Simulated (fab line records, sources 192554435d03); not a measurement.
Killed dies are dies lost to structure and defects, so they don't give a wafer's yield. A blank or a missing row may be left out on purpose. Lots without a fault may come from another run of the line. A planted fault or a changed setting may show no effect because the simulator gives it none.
fab line records | flow n5_finfet
record lots=6 wafers=18 last_day=18
route steps=1938 shown BEOL_M5@1165 PASSIVATION@1936
lots that met no fault: from a run of the same line without faults
start_h: hours from the record's first day to the start of the lot's first wafer shown | wait_h: hours since the lot's step before | " the same as in the row above | L1.1+2: a row that stands for several wafers | - no value, or no start given | * or withheld: withheld | < > ~ a bound
route shown NAME@n: a module of which the file shows steps, and the number in the route of the first | usual: mean/standard deviation of fault-free wafers | same: alike in all rows | chamber/n: place in a boat | sites: the reading at each site | _std_site: their standard deviation | _edge_site: outer sites' mean less inner sites' | radius_mm: how far each site lies from the wafer's centre | mask NAME#n: copy n | behind: the tool/chamber that last shaped the wafer | hold: why the lot was held/for how many hours/how that ended | device: the transistor (n, p or np) that didn't switch | end of line: the same wafers' tests at the end of the route | a step without rows: its recipe alone | killed: dies lost to structure and defects at the first sort, not the wafer's yield | map: a wafer's dies, x killed, . not, _ none there
set.NAME: the setting as run; set.NAME@STEP: as run at that earlier step | model.NAME: the simulator's own value behind a step, which no gauge read
lots at some steps of the route; a table a step, a row a wafer
services: from which hour (start_h, from the record's first day; less than 0 if before it) a tool's chamber was out of use, for how many hours, and why
## steps
# step N5_BEOL_M5_SRD_40
# recipe time_s=30 temp_c=23 rinse_liquid=diw dry=ipa_marangoni
# step N5_BEOL_M5_PRECLEAN_42
# recipe chemistry=residue_remover time_s=60 temp_c=40
# step N5_BEOL_M5_SRD_43
# recipe time_s=30 temp_c=23 rinse_liquid=diw dry=ipa_marangoni
# step N5_BEOL_M5_CD_MEAS_35
# recipe target_cd_nm=28 target_cd_y_nm=24 polarity=opening
# usual cd_nm=28.1/0.37
# columns lot.wafer tool chamber start_h wait_h cd_nm
L365.1 cd_sem-02 - 183.90 0.0 27.5
L365.2 " - " " 28.4
L365.3 " - " " 28.5
L370.1 cd_sem-01 - 219.65 0.0 27.4
L370.2 " - " " 28.2
L370.6 " - " " 27.7
L374.2 cd_sem-02 - 246.24 0.0 28.6
L374.5 " - " " 28.1
L374.6 " - " " 28.4
L382.4 cd_sem-01 - 293.16 0.0 27.9
L382.5 " - " " 28.3
L382.6 " - " " 27.5
L384.1 cd_sem-02 - 299.72 0.0 28.1
L384.5 " - " " 28.0
L384.6 " - " " 28.0
L387.3 cd_sem-02 - 318.51 0.0 28.0
L387.5 " - " " 27.3
L387.6 " - " " 28.0
# step N5_BEOL_M5_CURE_80
# recipe temp_c=370 time_s=120 ambient=DMADMS/He material=SiCOH_lowk
# usual lamp_power_pct=52.31/0.055 wafer_temp_C_max=371.6/0.63
# columns lot.wafer tool chamber start_h wait_h lamp_power_pct wafer_temp_C_max
L365.1 uv_cure-02 0 183.94 0.0 52.24 372.2
L365.2 " 0 " " 52.34 372.0
L365.3 " 0 " " 52.44 372.2
L370.1 uv_cure-01 1 219.69 0.0 52.34 370.8
L370.2 " 1 " " 52.35 371.5
L370.6 " 1 " " 52.34 371.2
L374.2 uv_cure-01 1 246.33 0.1 52.26 371.8
L374.5 " 1 " " 52.35 371.6
L374.6 " 1 " " 52.31 371.3
L382.4 uv_cure-02 2 293.65 0.5 52.27 373.0
L382.5 " 2 " " 52.36 372.5
L382.6 " 2 " " 52.25 372.4
L384.1 uv_cure-03 0 299.77 0.0 52.26 371.4
L384.5 " 0 " " 52.31 371.1
L384.6 " 0 " " 52.32 371.7
L387.3 uv_cure-03 0 318.75 0.2 52.35 371.0
L387.5 " 0 " " 52.37 371.2
L387.6 " 0 " " 52.27 371.4
# step N5_BEOL_M5_DEGAS_44
# recipe ambient=vacuum temp_c=250 time_s=60
# usual heater_power_w=341/36
# columns lot.wafer tool chamber start_h wait_h heater_power_w
L365.1 pvd_sputter-03 - 184.26 0.3 361
L365.2 " - " " 359
L365.3 " - " " 296
L370.1 pvd_sputter-03 - 220.02 0.3 363
L370.2 " - " " 294
L370.6 " - " " 355
L374.2 pvd_sputter-02 - 246.79 0.4 288
L374.5 " - " " 429
L374.6 " - " " 372
L382.4 pvd_sputter-01 - 293.82 0.1 387
L382.5 " - " " 354
L382.6 " - " " 322
L384.1 pvd_sputter-01 - 302.26 2.4 373
L384.5 " - " " 330
L384.6 " - " " 366
L387.3 pvd_sputter-01 - 319.20 0.3 338
L387.5 " - " " 323
L387.6 " - " " 338
# step N5_BEOL_M5_PRE_CLEAN_45
# recipe gas=H2/He time_s=30 temp_c=250
# step N5_BEOL_M5_ALD_86
# recipe material=TaN target_thk_a=* temp_c=275 ald_precursor_family=PDMAT ald_co_reactant=NH3 pressure_torr=3 carrier_flow_sccm=1500 pulse_time_s=2 purge_time_s=3 co_reactant_purge_time_s=2 co_reactant_pulse_time_s=3 ald_cycles=30 precursor_vessel_temp_c=75 precursor_vessel_pressure_torr=26.25 precursor_vessel_carrier_sccm=1000
# usual heater_power_w=431/42 precursor_vessel_pressure_torr=26.25/0.053
# columns lot.wafer tool chamber start_h wait_h heater_power_w precursor_vessel_pressure_torr
L365.1 ald_metal-04 1 184.37 0.0 397 26.30
L365.2 " 2 " " 399 26.25
L365.3 " 3 " " 439 26.25
L370.1 ald_metal-04 3 220.12 0.0 430 26.22
L370.2 " 1 " " 396 26.31
L370.6 " 2 " " 384 26.32
L374.2 ald_metal-02 3 247.12 0.3 418 26.22
L374.5 " 1 " " 450 26.21
L374.6 " 0 " " 388 26.26
L382.4 ald_metal-01 0 293.93 0.0 508 26.29
L382.5 " 0 " " 520 26.28
L382.6 " 3 " " 399 26.31
L384.1 ald_metal-01 2 302.36 0.0 412 26.32
L384.5 " 3 " " 405 26.28
L384.6 " 2 " " 411 26.30
L387.3 ald_metal-02 3 319.53 0.3 421 26.32
L387.5 " 3 " " 418 26.21
L387.6 " 0 " " 392 26.18
# step N5_BEOL_M5_SURFACE_TREAT_87
# recipe gas=Ar time_s=* ion_energy_ev=* ion_current_ma_cm2=0.5 pressure_mtorr=* ar_flow_sccm=30
# usual throttle_valve_pct=*
# columns lot.wafer tool chamber start_h wait_h throttle_valve_pct
L365.1 pvd_sputter-03 - 184.62 0.2 *
L365.2 " - " " *
L365.3 " - " " *
L370.1 pvd_sputter-02 - 220.43 0.2 *
L370.2 " - " " *
L370.6 " - " " *
L374.2 pvd_sputter-01 - 248.63 1.4 *
L374.5 " - " " *
L374.6 " - " " *
L382.4 pvd_sputter-03 - 294.40 0.4 *
L382.5 " - " " *
L382.6 " - " " *
L384.1 pvd_sputter-03 - 302.59 0.1 *
L384.5 " - " " *
L384.6 " - " " *
L387.3 pvd_sputter-01 - 320.02 0.4 *
L387.5 " - " " *
L387.6 " - " " *
# step N5_BEOL_M5_CVD_47
# recipe material=Co target_thk_a=30 temp_c=withheld precursor=CCTBA/H2 pressure_torr=30 time_s=216
# step N5_BEOL_M5_SPUTTER_48
# recipe material=Cu target_thk_a=150 temp_c=-20 chamber_pressure_pa=0.07 power_w=withheld time_s=27.62
# usual chamber_pressure_pa=0.07/0.00014 throttle_valve_pct=29.6/1.2
# columns lot.wafer tool chamber start_h wait_h chamber_pressure_pa throttle_valve_pct
L365.1 pvd_sputter-03 - 184.86 0.1 0.06995 30.4
L365.2 " - " " 0.06996 28.0
L365.3 " - " " 0.07009 30.7
L370.1 pvd_sputter-03 - 220.67 0.1 0.06999 30.2
L370.2 " - " " 0.06997 27.9
L370.6 " - " " 0.07009 30.2
L374.2 pvd_sputter-01 - 248.87 0.1 0.07004 29.9
L374.5 " - " " 0.06994 28.4
L374.6 " - " " 0.06998 29.7
L382.4 pvd_sputter-03 - 294.74 0.1 0.06978 30.3
L382.5 " - " " 0.0699 30.1
L382.6 " - " " 0.06993 30.3
L384.1 pvd_sputter-03 - 302.83 0.1 0.07014 30.2
L384.5 " - " " 0.07004 30.6
L384.6 " - " " 0.07019 27.9
L387.3 pvd_sputter-01 - 320.50 0.2 0.07009 31.0
L387.5 " - " " 0.07001 28.4
L387.6 " - " " 0.06996 29.8
# step N5_BEOL_M5_ANNEAL_49
# recipe temp_c=400 time_s=1800 ambient=vacuum
# step N5_BEOL_M5_SPUTTER_81
# recipe material=Cu target_thk_a=150 temp_c=-20 chamber_pressure_pa=0.07 power_w=withheld time_s=27.62
# usual chamber_pressure_pa=0.06997/0.00014 throttle_valve_pct=29.6/1.2
# columns lot.wafer tool chamber start_h wait_h chamber_pressure_pa throttle_valve_pct
L365.1 pvd_sputter-03 - 185.95 0.5 0.06998 30.1
L365.2 " - " " 0.06992 27.7
L365.3 " - " " 0.06991 30.9
L370.1 pvd_sputter-03 - 221.76 0.5 0.06999 30.4
L370.2 " - " " 0.0699 28.0
L370.6 " - " " 0.06997 30.2
L374.2 pvd_sputter-01 - 249.96 0.5 0.06992 29.6
L374.5 " - " " 0.0698 28.3
L374.6 " - " " 0.07018 29.6
L382.4 pvd_sputter-03 - 295.83 0.5 0.07558 29.3
L382.5 " - " " 0.06999 30.3
L382.6 " - " " 0.07567 29.3
L384.1 pvd_sputter-03 - 303.91 0.5 0.07008 30.2
L384.5 " - " " 0.07578 29.3
L384.6 " - " " 0.0701 28.2
L387.3 pvd_sputter-01 - 321.59 0.5 0.07008 31.0
L387.5 " - " " 0.06984 28.3
L387.6 " - " " 0.06997 29.5
# step N5_BEOL_M5_ANNEAL_82
# recipe temp_c=400 time_s=1800 ambient=vacuum
# step N5_PASSIVATION_PROBE_49
# usual defect_limited_yield=91.0/1.5 killed_at_M0_to_M3=33/9.4 killed_at_M4_up=14/4.8 killed_at_contacts=13/7.3 killed_at_front_end=43/13 killed_at_other=3.6/2.9 killed_dies=106/18 killed_open=69/13 killed_short=35/8.2 sort_bin_5_function=5.3/1 sort_bin_6_memory=3.3/0.68 sort_bin_8_speed=0.01/0.027 sort_n_pass=1074/18 sort_yield_pct=91.0/1.5
# same gross_dies=1180 killed_at_back_side=0 sort_bin_4_leakage[%]=0
# columns lot.wafer tool chamber start_h wait_h defect_limited_yield[%] killed_at_M0_to_M3 killed_at_M4_up killed_at_contacts killed_at_front_end killed_at_other killed_dies killed_open killed_short sort_bin_5_function[%] sort_bin_6_memory[%] sort_bin_8_speed[%] sort_n_pass sort_yield_pct[%]
L365.1 prober-02 - 277.08 0.2 92.2 41 9 12 27 3 92 55 36 4.7 2.9 0.08 1087 92.1
L365.2 prober-02 - 277.13 0.3 90.1 42 14 18 41 2 117 87 29 5.6 3.8 0 1063 90.1
L365.3 prober-02 - 277.18 0.3 90.7 30 14 25 39 2 110 79 31 5.8 3.3 0 1070 90.7
L382.4 prober-02 - 388.53 0.2 93.1 29 10 8 31 4 82 60 20 4.8 2.1 0 1098 93.1
L382.5 prober-02 - 388.58 0.2 90.7 40 16 11 40 3 110 78 29 5.3 3.7 0 1070 90.7
L382.6 prober-02 - 388.63 0.3 91.2 34 23 6 35 6 104 69 33 5.0 3.6 0 1076 91.2
L384.6 prober-01 - 400.60 0.3 89.8 29 9 32 48 2 120 80 37 5.7 3.9 0.17 1058 89.7
L387.3 prober-01 - 428.23 0.1 93.3 33 11 4 25 6 79 52 25 3.8 2.5 0 1101 93.3
L387.5 prober-01 - 428.33 0.2 91.1 42 14 6 40 3 105 72 32 5.6 3.1 0 1075 91.1
L387.6 prober-01 - 428.38 0.3 91.6 32 15 20 22 10 99 61 37 4.5 3.5 0 1081 91.6
# killed by level:class
L365.1 BEOL_M0_SAQP:geometric_particle:short=14 MOL_CONTACT_COAG:geometric_particle:open=10 BEOL_M0_SAQP:geometric_particle:open=7 BEOL_M0:geometric_particle:short=5 BEOL_M2:geometric_particle:open=5 FIN_SAQP:geometric_particle:open=4 BEOL_M3:geometric_particle:open=4 STARTING-WAFER:geometric_particle:open=4
L365.2 MOL_CONTACT_COAG:geometric_particle:open=16 BEOL_M3:geometric_particle:open=15 STI_FIN_REVEAL:geometric_particle:open=12 BEOL_M2:geometric_particle:open=8 BEOL_M4:geometric_particle:open=8 DUMMY_GATE:geometric_particle:open=7 BEOL_M0_SAQP:geometric_particle:open=6 BEOL_M0_SAQP:geometric_particle:short=6
L365.3 MOL_CONTACT_COAG:geometric_particle:open=21 STI_FIN_REVEAL:geometric_particle:open=11 DUMMY_GATE:geometric_particle:open=11 BEOL_M2:geometric_particle:open=9 BEOL_M1:geometric_particle:open=6 BEOL_M3:geometric_particle:open=5 BEOL_M4:geometric_particle:open=5 GATE_CUT:geometric_particle:short=4
L382.4 STI_FIN_REVEAL:geometric_particle:open=11 BEOL_M3:geometric_particle:open=8 MOL_CONTACT_COAG:geometric_particle:open=6 BEOL_M0_SAQP:geometric_particle:short=6 BEOL_M0_SAQP:geometric_particle:open=6 BEOL_M2:geometric_particle:open=6 FIN_SAQP:geometric_particle:open=4 GATE_CUT:geometric_particle:short=4
L382.5 MOL_CONTACT_COAG:geometric_particle:open=10 BEOL_M2:geometric_particle:open=9 BEOL_M0_SAQP:geometric_particle:short=8 BEOL_M4:geometric_particle:open=8 BEOL_M0_SAQP:geometric_particle:open=8 FIN_SAQP:geometric_particle:open=6 STI_FIN_REVEAL:geometric_particle:open=6 BEOL_M3:geometric_particle:open=6
L382.6 FIN_SAQP:geometric_particle:open=10 BEOL_M4:geometric_particle:open=10 STI_FIN_REVEAL:geometric_particle:open=8 BEOL_M0_SAQP:geometric_particle:short=8 BEOL_M3:geometric_particle:open=8 BEOL_M0_SAQP:geometric_particle:open=6 MOL_CONTACT_COAG:geometric_particle:open=5 BEOL_M2:geometric_particle:open=5
L384.6 MOL_CONTACT_COAG:geometric_particle:open=19 STI_FIN_REVEAL:geometric_particle:open=14 BEOL_M2:geometric_particle:open=13 MOL_CONTACT_COAG:geometric_particle:short=13 FIN_SAQP:geometric_particle:open=11 FIN_SAQP:geometric_particle:short=5 STARTING-WAFER:geometric_particle:short=4 BEOL_M0_SAQP:geometric_particle:short=4
L387.3 BEOL_M0_SAQP:geometric_particle:open=11 BEOL_M1:geometric_particle:short=7 STI_FIN_REVEAL:geometric_particle:open=7 BEOL_M3:geometric_particle:open=6 FIN_SAQP:geometric_particle:short=5 BEOL_M2:geometric_particle:open=4 BEOL_M4:geometric_particle:open=4 BEOL_M5:geometric_particle:open=4
L387.5 BEOL_M3:geometric_particle:open=12 GATE_CUT:geometric_particle:open=11 BEOL_M0_SAQP:geometric_particle:open=9 STI_FIN_REVEAL:geometric_particle:open=8 BEOL_M0_SAQP:geometric_particle:short=8 BEOL_M2:geometric_particle:open=8 BEOL_M6:geometric_particle:open=6 GATE_CUT:geometric_particle:short=5
L387.6 MOL_CONTACT_COAG:geometric_particle:open=13 BEOL_M3:geometric_particle:open=10 MOL_CONTACT_COAG:geometric_particle:short=7 BEOL_M4:geometric_particle:open=7 BEOL_M0_SAQP:geometric_particle:open=6 BEOL_M0_SAQP:geometric_particle:short=5 BEOL_M1:geometric_particle:short=3 DUMMY_GATE:geometric_particle:open=3
## services
# columns tool chamber start_h hours kind
pvd_sputter-03 - 164.10 7.1 repair
ald_metal-04 1 168.48 2.2 repair
uv_cure-01 - 171.66 1.0 pm
ald_metal-04 3 175.80 1.5 repair
ald_metal-01 - 183.99 0.9 repair
ald_metal-02 3 197.98 17.2 repair
ald_metal-02 1 219.92 10.1 repair
ald_metal-02 - 224.23 4.3 pm
uv_cure-03 - 237.04 1.0 pm
uv_cure-02 - 259.58 1.0 pm
ald_metal-04 - 263.89 0.7 repair
ald_metal-01 - 269.73 8.7 pm
uv_cure-01 - 276.47 2.1 pm
pvd_sputter-02 - 288.76 8.9 repair
ald_metal-01 - 313.04 0.2 repair
uv_cure-01 - 318.51 0.3 repair
## key
first_sign step=N5_BEOL_M5_SPUTTER_81 reading=chamber_pressure_pa direction=up sigmas=42 usual=0.06997 struck=0.07568
effect none on later readings
met_at N5_BEOL_M5_SPUTTER_81
struck_wafers L382.4,L382.6,L384.5
onset_between 221.76 295.83
fault kind=process_parameter_drift tool=pvd_sputter-03 chamber=- onset_h=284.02 steps=N5_BEOL_M5_SPUTTER_81 channel=chamber_pressure_pa offset=0.0057455 shape=step end_h=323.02 acts_in=these_recipes_only stated=0.07 scope=struck_wafers_only
